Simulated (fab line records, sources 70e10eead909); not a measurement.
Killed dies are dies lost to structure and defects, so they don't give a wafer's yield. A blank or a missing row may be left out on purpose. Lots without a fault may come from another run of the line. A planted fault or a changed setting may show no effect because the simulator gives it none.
A struck lot beside a sound one | flow nand_harc | 15 steps out of a route of 1302
Sound: wafers L876.1, L876.5, L876.6. Struck: wafers L886.1, L886.2, L886.5. The cause comes at the end.
At each step with rows: each side's tool, then ch and its chambers, then its first start. Under that, the readings that differ: sound wafers | struck wafers | difference of the means | sigmas: that difference in standard deviations of wafers without a fault.
alike: readings whose means differ by less than 2 such deviations, and words and numbers that are the same on both sides. not compared: withheld readings, readings that some wafer has no value for, bounds like >300 that may hide the same value, and numbers for which the record gives no deviation and whose values overlap.
The two part at a step that has a row with sigmas, a row that says differs or no value, or rows on one side only. Numbers that don't overlap but have no deviation are shown without sigmas and don't part them. A reading that every wafer of one side lacks parts them only if that side has two wafers or more.

first, 2 steps without rows for these wafers: NHARC_A_DECK1_JOINT_ANNEAL_28 (time 1800 s); NHARC_A_DECK1_JOINT_ANNEAL_29 (time 1800 s).
NHARC_A_DECK1_JOINT_CMP_02: polishes SiOx.
  sound on cmp-02 ch 0,1,3, day 13 03:52; struck on cmp-02 ch 0,2,3, day 17 09:17
  alike: motor_current_A, slurry_flow_ml_min
then, 1 step without rows for these wafers: NHARC_A_DECK1_JOINT_SRD_15.
NHARC_A_DECK1_JOINT_DEP_16: deposits SiO2, target thk 45 nm.
  sound on pecvd-03 ch 0,1, day 13 04:16; struck on pecvd-03 ch 0,1, day 17 09:40
  alike: chamber_pressure_Torr, heater_power_w, throttle_valve_pct
NHARC_A_DECK1_JOINT_THK_MEAS_17: measures by ellipsometry.
  sound on film_metro-02, day 13 04:29; struck on film_metro-02, day 17 09:55
  alike: thk_nm
NHARC_A_DECK1_JOINT_INSPECT_05:
  sound on defect_inspect-02, day 13 04:31; struck on defect_inspect-01, day 17 09:57
  reading          | sound       | struck      | difference | sigmas
  raw_defect_count | 450 748 720 | 578 202 439 | -233       | -2
then, 1 step without rows for these wafers: NHARC_A_ONON_D2_DEP_00 (target thk 1000 nm).
NHARC_A_ONON_D2_THK_MEAS_02: measures by ellipsometry.
  sound on film_metro-02, day 13 05:06; struck on film_metro-02, day 17 10:32
  alike: thk_nm
then, 1 step without rows for these wafers: NHARC_A_ONON_D2_DEP_03 (target thk 1000 nm).
NHARC_A_ONON_D2_THK_MEAS_05: measures by ellipsometry.
  sound on film_metro-02, day 13 05:40; struck on film_metro-02, day 17 11:06
  alike: thk_nm
NHARC_A_ONON_D2_DEP_06: target thk 1000 nm.
  sound on pecvd_onon-02 ch 0, day 13 05:43; struck on pecvd_onon-01 ch 0, day 17 11:09
  alike: nh3_flow_sccm
NHARC_A_ONON_D2_THK_MEAS_08: measures by ellipsometry.
  sound on film_metro-01, day 13 06:14; struck on film_metro-02, day 17 11:40
  reading     | sound       | struck         | difference | sigmas
  thk_nm (nm) | 995 997 995 | 1518 1516 1519 | +522       | +64
then, 1 step without rows for these wafers: NHARC_A_ONON_D2_DEP_09 (target thk 1000 nm).
-- the record jumps here: 12 days lie between the struck wafers' starts before and after (it left off in module A_ONON_D2 and takes up again in module END, whose first step shown is number 1302 of the route) --
NHARC_END_SORT_01:
  the record has rows for the struck wafers here (prober-02 ch 0, day 29 15:43) and none for the sound ones

WHERE THEY PART
First at NHARC_A_DECK1_JOINT_INSPECT_05; last, within this record, at NHARC_END_SORT_01.

WHY: what the simulator had put in
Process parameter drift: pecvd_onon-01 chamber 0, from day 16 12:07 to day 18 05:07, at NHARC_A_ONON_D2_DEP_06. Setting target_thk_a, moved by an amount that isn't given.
